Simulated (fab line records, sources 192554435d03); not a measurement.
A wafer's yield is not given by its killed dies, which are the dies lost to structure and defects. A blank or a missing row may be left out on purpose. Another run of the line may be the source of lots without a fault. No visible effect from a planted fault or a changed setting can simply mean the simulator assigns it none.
The tool behind it: which one? | flow n5-finfet | 15 lots with 44 wafers sampled at 7 steps, on a route of 1938 steps

== WHAT THE GAUGES READ, wafer by wafer ==
N5_BEOL_M2_THK_MEAS_01. Usual: M2_ILD_THK gives 78.7 nm (standard deviation 1.2).
lot  | measured     | on            | M2_ILD_THK (nm) | flag
L791 | day 6 10:30  | film-metro-01 | 77.7 80.1 79.6  |
L794 | day 7 03:47  | film-metro-02 | 78.7 77.9 78.8  |
L793 | day 7 03:55  | film-metro-02 | 77.8 77.6 77.7  |
L796 | day 7 15:11  | film-metro-02 | 77.0 77.1 77.2  |
L798 | day 8 03:56  | film-metro-01 | 77.7 77.3 79.3  |
L797 | day 8 04:05  | film-metro-01 | 77.4 77.3 79.0  |
L799 | day 8 07:55  | film-metro-01 | 78.2 79.8       |
L800 | day 8 16:20  | film-metro-01 | 78.0 77.4 77.9  |
L804 | day 9 23:57  | film-metro-01 | 76.8 78.6 78.2  |
L807 | day 10 08:19 | film-metro-01 | 78.1 78.2 77.7  |
L808 | day 10 16:48 | film-metro-02 | 77.9 77.5 78.8  |
L810 | day 11 02:30 | film-metro-02 | 78.2 78.6 79.7  |
L811 | day 11 13:58 | film-metro-01 | 78.1 79.7 79.3  |
L813 | day 11 22:26 | film-metro-02 | 79.2 79.7 79.9  |
L814 | day 12 03:50 | film-metro-01 | 79.1 79.0 80.7  |

N5_BEOL_M2_CD_MEAS_18: pitch 36 nm, target cd 18 nm. Usual: 18.0 nm for cd-nm, sd 0.32.
lot  | measured     | on        | cd-nm (nm)     | flag
L791 | day 6 11:53  | cd-sem-01 | 18.1 17.6 17.9 |
L794 | day 7 06:40  | cd-sem-03 | 18.5 18.8 18.5 |
L793 | day 7 06:49  | cd-sem-02 | 16.7 17.8 17.5 |
L796 | day 7 18:43  | cd-sem-02 | 17.8 18.0 18.3 |
L798 | day 8 06:49  | cd-sem-02 | 18.2 18.0 18.4 |
L797 | day 8 06:56  | cd-sem-03 | 18.5 17.8 18.1 |
L799 | day 8 09:19  | cd-sem-01 | 18.3 18.2      |
L800 | day 8 17:35  | cd-sem-02 | 17.9 18.0 17.8 |
L804 | day 10 02:56 | cd-sem-01 | 18.0 17.9 18.3 |
L807 | day 10 10:07 | cd-sem-02 | 18.2 18.0 18.4 |
L808 | day 10 19:19 | cd-sem-03 | 18.3 18.0 17.7 |
L810 | day 11 06:43 | cd-sem-01 | - - -          | OFF
L811 | day 11 15:56 | cd-sem-03 | - - -          | OFF
L813 | day 11 23:41 | cd-sem-02 | - - -          | OFF
L814 | day 12 06:31 | cd-sem-01 | 17.4 18.0 17.7 |

N5_BEOL_M4_RC_MEAS_101. Usual: DIBL_N 37.1 mV/V, standard deviation 1.9; DIBL_P 37.2 mV/V, standard deviation 2.3; IOFF_N 0.18 nA/um, standard deviation 0.04; IOFF_P 0.23 nA/um, standard deviation 0.044; ION_N 682 uA/um, standard deviation 11; ION_P 468 uA/um, standard deviation 8.6; SS_N 71.9 mV/dec, standard deviation 0.68; SS_P 73.5 mV/dec, standard deviation 0.74; VT_N 248 mV, standard deviation 3.4; VT_P -248 mV, standard deviation 3.4.
lot  | measured     | on        | DIBL_N (mV/V)  | DIBL_P (mV/V)  | IOFF_N (nA/um) | IOFF_P (nA/um) | ION_N (uA/um) | ION_P (uA/um) | SS_N (mV/dec)  | SS_P (mV/dec)  | VT_N (mV)   | VT_P (mV)      | flag
L791 | day 8 02:03  | prober-01 | 38.1 35.5 38.4 | 37.9 34.4 37.7 | 0.19 0.13 0.19 | 0.25 0.20 0.25 | 676 668 679   | 471 460 465   | 71.6 71.4 72.1 | 73.4 72.3 73.3 | 248 254 250 | -247 -250 -248 |
L794 | day 8 19:58  | prober-02 | 38.1 35.6 35.8 | 37.6 34.7 34.2 | 0.21 0.15 0.16 | 0.31 0.24 0.24 | 687 673 680   | 479 473 473   | 72.3 71.4 70.9 | 74.1 73.8 73.1 | 246 248 247 | -240 -245 -246 |
L793 | day 8 23:04  | prober-02 | 33.6 35.1 34.7 | 34.6 36.4 36.5 | 0.13 0.16 0.15 | 0.19 0.22 0.22 | 662 683 676   | 461 468 475   | 71.1 71.5 71.6 | 73.4 74.3 73.2 | 254 251 252 | -249 -245 -249 |
L796 | day 9 00:59  | prober-01 | 40.9 38.7 39.4 | 38.9 35.7 37.6 | 0.24 0.19 0.19 | 0.29 0.22 0.25 | 696 677 678   | 474 460 463   | 72.2 71.5 71.9 | 73.9 72.8 73.9 | 242 246 248 | -246 -248 -248 |
L798 | day 9 06:25  | prober-02 | 32.9 35.6 34.9 | 33.4 35.8 34.8 | 0.11 0.16 0.15 | 0.16 0.19 0.17 | 660 679 670   | 455 461 460   | 70.7 71.8 72.0 | 72.0 72.5 72.5 | 254 248 249 | -254 -252 -254 |
L797 | day 9 08:40  | prober-01 | 33.4 37.4 34.6 | 32.2 36.3 34.1 | 0.12 0.18 0.14 | 0.17 0.22 0.19 | 669 675 674   | 460 459 462   | 71.7 71.8 71.1 | 71.5 72.9 72.6 | 251 251 252 | -250 -248 -249 |
L799 | day 9 20:41  | prober-01 | 35.0 37.0      | 34.4 37.8      | 0.14 0.20      | 0.19 0.26      | 672 694       | 466 481       | 71.7 71.6      | 72.6 73.7      | 250 244     | -251 -244      |
L800 | day 10 00:47 | prober-02 | 35.6 36.6 37.1 | 34.3 35.9 36.2 | 0.13 0.17 0.17 | 0.16 0.19 0.20 | 683 696 693   | 460 481 474   | 71.8 71.9 71.8 | 72.7 72.9 73.7 | 252 249 248 | -254 -253 -252 |
L804 | day 11 02:40 | prober-01 | 36.4 37.9 37.2 | 36.6 37.9 36.3 | 0.16 0.20 0.18 | 0.24 0.28 0.24 | 687 696 676   | 478 480 460   | 71.4 71.8 71.7 | 72.7 73.4 73.3 | 245 245 248 | -246 -246 -246 |
L807 | day 11 21:11 | prober-01 | 40.2 37.6 39.0 | 42.0 39.5 39.6 | 0.26 0.20 0.22 | 0.30 0.26 0.25 | 697 687 681   | 471 465 455   | 73.5 72.0 72.6 | 74.6 74.1 74.0 | 244 246 246 | -245 -248 -247 |
L808 | day 12 01:38 | prober-02 | 38.1 37.3 37.4 | 37.8 37.4 37.3 | 0.16 0.18 0.16 | 0.21 0.22 0.21 | 685 687 676   | 469 471 470   | 71.9 72.5 72.7 | 73.6 73.9 72.8 | 250 247 251 | -252 -251 -251 |
L814 | day 13 09:58 | prober-02 | 36.4 36.8 37.0 | 36.7 36.7 37.2 | 0.17 0.17 0.18 | 0.21 0.22 0.23 | 672 671 675   | 459 454 460   | 71.2 72.2 71.9 | 73.0 73.5 73.8 | 248 248 247 | -252 -250 -250 |

== WHAT TOOL EACH LOT RAN ON (gives the tool, then ch and the chambers of the sampled wafers, and finally the start) ==
lot  | N5_BEOL_M1_ANNEAL_51             | N5_BEOL_M1_CO_CAP_55            | N5_BEOL_M2_HM_DEP_02         | N5_BEOL_M2_HM_OPEN_17
L791 | rtp-anneal-01 ch 0, day 6 09:28  | cvd-co-01 ch 1,2, day 6 10:09   | pvd-sputter-03, day 6 10:49  | rie-metal-02 ch 0,1, day 6 11:42
L794 | rtp-anneal-01 ch 0, day 7 02:40  | cvd-co-01 ch 0,1,2, day 7 03:28 | pvd-sputter-02, day 7 05:35  | rie-metal-03 ch 0, day 7 06:28
L793 | rtp-anneal-02 ch 0, day 7 02:47  | cvd-co-02 ch 0,1,2, day 7 03:35 | pvd-sputter-02, day 7 05:41  | rie-metal-02 ch 0,1, day 7 06:38
L796 | rtp-anneal-02 ch 0, day 7 14:11  | cvd-co-01 ch 1,2, day 7 14:52   | pvd-sputter-02, day 7 17:40  | rie-metal-01 ch 0,1, day 7 18:26
L798 | rtp-anneal-02 ch 0, day 8 02:52  | cvd-co-01 ch 0,2, day 8 03:38   | pvd-sputter-03, day 8 05:52  | rie-metal-03 ch 0,1, day 8 06:38
L797 | rtp-anneal-02 ch 0, day 8 03:08  | cvd-co-01 ch 0,2, day 8 03:46   | pvd-sputter-01, day 8 05:59  | rie-metal-02 ch 0,1, day 8 06:45
L799 | rtp-anneal-01 ch 0, day 8 06:55  | cvd-co-02 ch 1,2, day 8 07:35   | pvd-sputter-02, day 8 08:07  | rie-metal-01 ch 0,1, day 8 09:05
L800 | rtp-anneal-02 ch 0, day 8 15:22  | cvd-co-02 ch 1,2, day 8 16:02   | pvd-sputter-02, day 8 16:38  | rie-metal-03 ch 0,1, day 8 17:25
L804 | rtp-anneal-01 ch 0, day 9 22:58  | cvd-co-02 ch 0,1,2, day 9 23:35 | pvd-sputter-02, day 10 01:46 | rie-metal-01 ch 1, day 10 02:41
L807 | rtp-anneal-02 ch 0, day 10 07:25 | cvd-co-01 ch 1,2, day 10 08:00  | pvd-sputter-02, day 10 08:57 | rie-metal-01 ch 0,1, day 10 09:54
L808 | rtp-anneal-02 ch 0, day 10 15:49 | cvd-co-02 ch 0,2, day 10 16:29  | pvd-sputter-01, day 10 18:06 | rie-metal-03 ch 0, day 10 19:08
L810 | rtp-anneal-01 ch 0, day 11 01:30 | cvd-co-02 ch 0,1, day 11 02:11  | pvd-sputter-02, day 11 05:06 | rie-metal-03 ch 0, day 11 06:16
L811 | rtp-anneal-01 ch 0, day 11 12:59 | cvd-co-02 ch 0,1, day 11 13:39  | pvd-sputter-01, day 11 14:59 | rie-metal-01 ch 0,1, day 11 15:45
L813 | rtp-anneal-02 ch 0, day 11 21:26 | cvd-co-01 ch 1,2, day 11 22:07  | pvd-sputter-02, day 11 22:36 | rie-metal-01 ch 0,1, day 11 23:29
L814 | rtp-anneal-02 ch 0, day 12 02:55 | cvd-co-02 ch 0,1, day 12 03:32  | pvd-sputter-02, day 12 05:19 | rie-metal-01 ch 0,1, day 12 06:13
- N5_BEOL_M1_ANNEAL_51: time 90 s.
- N5_BEOL_M1_CO_CAP_55: material Co, precursor CCTBA/H2, target thk 2 nm, time 102.1 s.
- N5_BEOL_M2_HM_DEP_02: deposits TiN, target thk 20 nm.
- N5_BEOL_M2_HM_OPEN_17: chemistry Cl2/BCl3, target TiN, target depth 20 nm, overetch 6 nm.

== AS READ BY THE TOOLS THEMSELVES (means over the sampled wafers that have a number; for cases with no such wafer, the mark the record gives instead) ==
N5_BEOL_M1_ANNEAL_51. Usual: 225.76 for wafer_temp_C_max, sd 0.27.
lot  | tool          | wafer_temp_C_max | flag
L791 | rtp-anneal-01 | 225.45           |
L794 | rtp-anneal-01 | 225.44           |
L793 | rtp-anneal-02 | 226.10           |
L796 | rtp-anneal-02 | 225.92           |
L798 | rtp-anneal-02 | 225.89           |
L797 | rtp-anneal-02 | 225.76           |
L799 | rtp-anneal-01 | 225.56           |
L800 | rtp-anneal-02 | 225.76           |
L804 | rtp-anneal-01 | 225.55           |
L807 | rtp-anneal-02 | 225.80           |
L808 | rtp-anneal-02 | 225.99           |
L810 | rtp-anneal-01 | 225.60           |
L811 | rtp-anneal-01 | 225.50           |
L813 | rtp-anneal-02 | 226.10           |
L814 | rtp-anneal-02 | 225.84           |

N5_BEOL_M1_CO_CAP_55. Usual: 228 W for heater-power-w, sd 23.
lot  | tool      | heater-power-w (W) | flag
L791 | cvd-co-01 | 204                |
L794 | cvd-co-01 | 218                |
L793 | cvd-co-02 | 242                |
L796 | cvd-co-01 | 201                |
L798 | cvd-co-01 | 204                |
L797 | cvd-co-01 | 216                |
L799 | cvd-co-02 | 248                |
L800 | cvd-co-02 | 253                |
L804 | cvd-co-02 | 247                |
L807 | cvd-co-01 | 214                |
L808 | cvd-co-02 | 249                |
L810 | cvd-co-02 | 226                |
L811 | cvd-co-02 | 228                |
L813 | cvd-co-01 | 202                |
L814 | cvd-co-02 | 231                |

N5_BEOL_M2_HM_DEP_02. Usual: chamber-pressure-pa 0.5000 Pa, standard deviation 0.0011; substrate-temp-c 25.00 C, standard deviation 0.1; throttle-valve-pct 30.1 %, standard deviation 1.5.
lot  | tool           | chamber-pressure-pa (Pa) | substrate-temp-c (C) | throttle-valve-pct (%) | flag
L791 | pvd-sputter-03 | 0.5006                   | 25.00                | 30.9                   |
L794 | pvd-sputter-02 | 0.5000                   | 25.04                | 30.8                   |
L793 | pvd-sputter-02 | 0.5011                   | 25.02                | 29.8                   |
L796 | pvd-sputter-02 | 0.4990                   | 24.93                | 31.2                   |
L798 | pvd-sputter-03 | 0.4996                   | 25.02                | 30.2                   |
L797 | pvd-sputter-01 | 0.4998                   | 25.00                | 28.9                   |
L799 | pvd-sputter-02 | 0.5004                   | 25.12                | 31.1                   |
L800 | pvd-sputter-02 | 0.4993                   | 24.87                | 31.4                   |
L804 | pvd-sputter-02 | 0.5000                   | 25.09                | 31.4                   |
L807 | pvd-sputter-02 | 0.5004                   | 25.00                | 30.0                   |
L808 | pvd-sputter-01 | 0.5010                   | 24.98                | 29.9                   |
L810 | pvd-sputter-02 | -                        | -                    | -                      | OFF
L811 | pvd-sputter-01 | -                        | -                    | -                      | OFF
L813 | pvd-sputter-02 | -                        | -                    | -                      | OFF
L814 | pvd-sputter-02 | 0.4996                   | 24.99                | 30.2                   |

N5_BEOL_M2_HM_OPEN_17. Usual: bcl3-flow-sccm 21.76 sccm, standard deviation 0.069; drypump-motor-current-A 6.0 A, standard deviation 0.47; oes-product-au 0.63 a.u., standard deviation 0.098; throttle-valve-pct 22.24 %, standard deviation 0.29.
lot  | tool         | bcl3-flow-sccm (sccm) | drypump-motor-current-A (A) | oes-product-au (a.u.) | throttle-valve-pct (%) | flag
L791 | rie-metal-02 | 21.73                 | 5.7                         | 0.62                  | 22.20                  |
L794 | rie-metal-03 | 21.82                 | 5.6                         | 0.59                  | 22.39                  |
L793 | rie-metal-02 | 21.74                 | 5.8                         | 0.62                  | 22.21                  |
L796 | rie-metal-01 | 21.79                 | 6.4                         | 0.61                  | 22.26                  |
L798 | rie-metal-03 | 21.69                 | 5.7                         | 0.65                  | 22.16                  |
L797 | rie-metal-02 | 21.75                 | 5.4                         | 0.56                  | 22.31                  |
L799 | rie-metal-01 | 21.71                 | 6.4                         | 0.59                  | 22.34                  |
L800 | rie-metal-03 | 21.73                 | 5.8                         | 0.71                  | 21.91                  |
L804 | rie-metal-01 | 21.70                 | 6.5                         | 0.51                  | 22.67                  |
L807 | rie-metal-01 | 21.78                 | 6.5                         | 0.55                  | 22.46                  |
L808 | rie-metal-03 | 21.82                 | 5.6                         | 0.60                  | 22.39                  |
L810 | rie-metal-03 | 21.76                 | 5.5                         | 0.26                  | 23.06                  | OFF
L811 | rie-metal-01 | 21.68                 | 6.5                         | 0.33                  | 22.84                  | OFF
L813 | rie-metal-01 | 21.72                 | 6.5                         | 0.32                  | 22.85                  | OFF
L814 | rie-metal-01 | 21.77                 | 6.5                         | 0.74                  | 22.20                  |

== THE ANSWER, worked out from the rows above alone ==
Rule: a lot is off if the mean of its wafers that have a number lies more than 3 standard deviations from the usual mean. A lot without any number at a reading at which 4 lots or more have one is off too. All remaining lots with rows at the step are treated as sound. First the gauges in route order, then the tools' own readings, where a lot's mean is used as printed above. The first step at which some lot is off is used, and at that step the reading that is off furthest; a lot without a number counts as furthest.
Off, at N5_BEOL_M2_CD_MEAS_18 on cd-nm: L810, L811, L813. Without a number there: L810, L811, L813.
A tool fits if, at a process step before that reading, it ran every lot that is off, and no sound lot after the first of them. Not tried: the gauges at N5_BEOL_M2_CD_MEAS_18; whatever is off there is also off at N5_BEOL_M2_HM_DEP_02, on other tools, and gauge error can't account for it. Not one of the candidates tried fits.

== WHAT THE SIMULATOR HAD INSERTED ==
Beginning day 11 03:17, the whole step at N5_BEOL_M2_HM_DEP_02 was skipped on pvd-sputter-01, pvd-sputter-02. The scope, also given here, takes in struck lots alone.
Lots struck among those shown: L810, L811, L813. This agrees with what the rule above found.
